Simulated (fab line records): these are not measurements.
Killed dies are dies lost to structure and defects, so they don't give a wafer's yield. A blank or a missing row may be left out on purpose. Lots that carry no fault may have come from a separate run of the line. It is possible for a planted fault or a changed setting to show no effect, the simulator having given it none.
Split-lot experiment    flow n5-finfet    39 wafers read from 7 lots, route of 1938 steps

## THE SPLIT
At N5_BEOL_M0_CUTY_ETCH_63 (etches SOC in N2/H2, target depth 82.7 nm, overetch 16.5 nm, time 124 s), the setting time-s was moved away from the recipe's 124 s on 15 of the 39 wafers read, by -56.0% to +56.4%. The other wafers ran this setting at the recipe's value.

## FROM THE SPLIT TO THE READING: what the file shows between them, 2 steps
- N5_BEOL_M0_CUTY_STRIP_64: strips in N2/H2
- N5_BEOL_M0_ETCH_138: etches SiCN in CH3F/O2, target depth 12 nm, time 31.6 s

## THE READING
SiO2_of_BEOL_M0_SAQP_SPACER2_ALD_26.thk-nm (the simulator's own value, which no gauge read), in nm, at N5_BEOL_M0_HM_OPEN_105 (chemistry Cl2/BCl3, target TiN, target depth 12 nm). There is no usual value for it anywhere in the file. Average 2.7 nm, standard deviation 0.13 nm, over the 24 wafers here run with the recipe.

wafer   tool, chamber at the split  time-s as run, s  against the recipe  SiO2_of_BEOL_M0_SAQP_SPACER2_ALD_26.thk-nm, nm  against lot-mates on the recipe
L083.1  rie-diel-04, 3              66.62             -46.3%              4.4                                             +1.7
L083.2  rie-diel-04, 0              66.62             -46.3%              4.4                                             +1.7
L083.4  rie-diel-04, 3              66.62             -46.3%              4.4                                             +1.7
L083.3  rie-diel-04, 2              124               recipe              2.8                                             -
L083.6  rie-diel-04, 0              124               recipe              2.8                                             -
L083.5  rie-diel-04, 2              124               recipe              2.6                                             -
L087.1  rie-diel-06, 1              124               recipe              2.8                                             -
L087.3  rie-diel-06, 0              124               recipe              2.8                                             -
L087.4  rie-diel-06, 2              124               recipe              2.6                                             -
L089.1  rie-diel-06, 3              81.21             -34.5%              4                                               +1.3
L089.4  rie-diel-06, 2              81.21             -34.5%              4                                               +1.3
L089.2  rie-diel-06, 0              81.21             -34.5%              3.8                                             +1.1
L089.3  rie-diel-06, 1              124               recipe              2.8                                             -
L089.5  rie-diel-06, 2              124               recipe              2.8                                             -
L089.6  rie-diel-06, 1              124               recipe              2.6                                             -
L091.1  rie-diel-04, 1              124               recipe              2.8                                             -
L091.2  rie-diel-04, 2              124               recipe              2.8                                             -
L091.3  rie-diel-04, 3              124               recipe              2.6                                             -
L091.4  rie-diel-04, 0              124               recipe              2.6                                             -
L091.5  rie-diel-04, 2              124               recipe              2.6                                             -
L091.6  rie-diel-04, 3              124               recipe              2.6                                             -
L092.1  rie-diel-02, 0              54.61             -56.0%              4.8                                             +2.0
L092.4  rie-diel-02, 1              54.61             -56.0%              4.8                                             +2.0
L092.2  rie-diel-02, 3              124               recipe              3                                               -
L092.3  rie-diel-02, 2              124               recipe              2.6                                             -
L092.5  rie-diel-02, 1              124               recipe              2.8                                             -
L092.6  rie-diel-02, 0              54.61             -56.0%              4.6                                             +1.8
L094.1  rie-diel-06, 0              124               recipe              2.8                                             -
L094.2  rie-diel-06, 2              124               recipe              2.8                                             -
L094.3  rie-diel-06, 1              193.9             +56.4%              1.4                                             -1.3
L094.4  rie-diel-06, 3              193.9             +56.4%              1.4                                             -1.3
L094.5  rie-diel-06, 1              124               recipe              2.6                                             -
L094.6  rie-diel-06, 0              193.9             +56.4%              1.6                                             -1.1
L095.1  rie-diel-04, 3              124               recipe              2.6                                             -
L095.3  rie-diel-04, 1              124               recipe              2.6                                             -
L095.2  rie-diel-04, 2              193.1             +55.7%              1.4                                             -1.1
L095.4  rie-diel-04, 0              193.1             +55.7%              1.4                                             -1.1
L095.5  rie-diel-04, 3              193.1             +55.7%              1.4                                             -1.1
L095.6  rie-diel-04, 0              124               recipe              2.4                                             -

FIT RESULTS
A straight line over all 39 wafers: SiO2_of_BEOL_M0_SAQP_SPACER2_ALD_26.thk-nm changes by -0.0293 nm for each +1% of time-s; r = -0.98; the points scatter about the line by 0.21 nm.
The same after taking each lot's own level away (the mean of its wafers on the recipe; 39 wafers): -0.0281 nm for each +1%; r = -0.98; scatter 0.2 nm.
The reading moves by 1.6 nm for the largest change in time-s, on that fit.
The lots' own levels span 2.53 to 2.80 nm, that is 2.1 times the standard deviation above.
Consequently the slope shifts little with the lot-to-lot level, the two slopes agreeing.
Check: with one of the wafers moved furthest among these (+56.4%) left out of the fit, the line predicts -1.47 nm for it against its lot-mates. Against them it came out at -1.33 nm.

## THESE WAFERS: OTHER SPLITS
Note: prior to the reading, these wafers also went through further splits. Each is held against what the fit with the lots' levels taken away leaves over:
other split on the same wafers                  wafers away from the commonest value  r with SiO2_of_BEOL_M0_SAQP_SPACER2_ALD_26.thk-nm (lot level and that fit taken away)
N5_WELL_APT_DEVELOP_07 develop-time-s           15                                    -0.07
N5_DUMMY_GATE_CVD_03 target-thk-a               24                                    +0.13
N5_SD_EPI_P_EPI_21 time-s                       15                                    +0.10
N5_MOL_CONTACT_COAG_VIA_ETCH_46 target-depth-a  9                                     -0.19

## THE WHOLE CHAIN: every reading that the file lists as answering this split, in the file's order
step                     what it does                                                             reading                                                                                      change (the file's fit)                                                               r (the file's)
N5_BEOL_M0_CUTY_ETCH_63  etches SOC in N2/H2, target depth 82.7 nm, overetch 16.5 nm, time 124 s  etch.depth-nm (the simulator's own value, which no gauge read)                               not straight: 44.63 at the lowest setting, 70.48 at the recipe, 70.11 at the highest  not given
N5_BEOL_M0_CUTY_ETCH_63  etches SOC in N2/H2, target depth 82.7 nm, overetch 16.5 nm, time 124 s  SiO2_of_BEOL_M0_SAQP_SPACER2_ALD_26.thk-nm (the simulator's own value, which no gauge read)  -0.0348 nm for each +1% of the setting                                                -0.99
N5_BEOL_M0_HM_OPEN_105   chemistry Cl2/BCl3, target TiN, target depth 12 nm                       SiO2_of_BEOL_M0_SAQP_SPACER2_ALD_26.thk-nm (the simulator's own value, which no gauge read)  -0.0283 nm for each +1% of the setting                                                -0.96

## THE FILE'S OWN FIT
SiO2_of_BEOL_M0_SAQP_SPACER2_ALD_26.thk-nm changes by -0.0283 nm for each +1% of time-s, r = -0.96.
